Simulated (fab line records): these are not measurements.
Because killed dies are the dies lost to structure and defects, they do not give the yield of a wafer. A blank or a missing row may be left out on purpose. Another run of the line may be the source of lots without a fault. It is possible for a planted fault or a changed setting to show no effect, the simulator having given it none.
Problem report, 8D (eight disciplines) form, completed by code | flow nand harc | the parts of the form that need people (team, actions taken, sign-off) are left out

1. PROBLEM STATEMENT
Mean of killed at periphery at NHARC_END_SORT_01: 76 across 2 wafers in 2 lots; on wafers with no fault it is 4 (standard deviation 3). That puts it +24 standard deviations away from the usual mean.
The first sign was on wafer L283.6 at day 28 08:19, on prober-01. The record holds 18 wafers of 6 lots with a number at this step. Rule for "out", or "out of limits": more than 4 standard deviations from the usual mean. All remaining wafers that have a number are taken as sound.

2. WHAT IT IS, WHAT IT ISN'T
question                    | is                   | is not
which readings at this step | killed at periphery  | killed at array, killed at other, killed open, killed short
which lots                  | L283, L284           | L280, L291, L293, L295
which wafers of those lots  | L283.6, L284.6       | L283.3, L283.5, L284.2, L284.5
read on which gauges        | prober-01, prober-02 | -
when                        | from day 28 08:19    | up to then (5 sound wafers); but 11 sound wafers of L284, L291, L293, L295 came after

3. WHAT RULES OUT EACH SUSPECT
Counting: if a tool at a process step up to the reading ran every lot that is out, it stays a suspect. Sound lots after the first of them don't rule it out here, since some wafers of a struck lot are sound.
- ruled out: the gauge at NHARC_END_SORT_01. The wafers that are out were read on 2 gauges (prober-01, prober-02).
- pvd sputter-03 at NHARC_P_BONDPAD_PVD_27 (deposits Cu, target thk 30 nm, time 20.49 s): kept. Ran every lot that is out, first one L283 (day 10 05:22); last sound lot up to then L280 (day 9 06:05).
After counting, what remains is pvd sputter-03 at NHARC_P_BONDPAD_PVD_27.

4. THE CAUSE (what the simulator had put in)
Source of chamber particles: pvd sputter-03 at NHARC_P_BONDPAD_PVD_27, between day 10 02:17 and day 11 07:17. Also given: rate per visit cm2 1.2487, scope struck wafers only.
This tool alone remained once counting was done.

5. THE EFFECT CHAIN, in route order
Each row: a reading whose mean over the struck wafers that have a number lies more than 3 standard deviations from the usual. Scope: only readings with a usual standard deviation given in the record; hours: median across lots of the time from each lot's start at the first step in this table that gives one to its start at this step; sigmas: change in usual standard deviations.
hours | step              | reading              | usual  | on struck wafers | change | sigmas
0     | NHARC_END_SORT_01 | defect limited yield | 90.5 % | 80.8             | -9.7   | -4.0
0     | NHARC_END_SORT_01 | killed at periphery  | 4      | 76               | +72    | +24
0     | NHARC_END_SORT_01 | killed dies          | 64     | 130              | +66    | +4.1

6. WHAT WOULD HAVE CAUGHT IT SOONER
In this record the first reading out of limits at a measuring or inspecting step was taken at day 28 08:19, 438 hours after the fault began at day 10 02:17.
Tool readings at NHARC_P_BONDPAD_PVD_27 with a usual standard deviation given in the record: none out on any struck wafer, hence no alarm at a limit of 4 standard deviations on them.
By day 28 08:19, every lot that is out (2) had started NHARC_P_BONDPAD_PVD_27 on pvd sputter-03. None of them would have been spared by holding the tool at that moment.
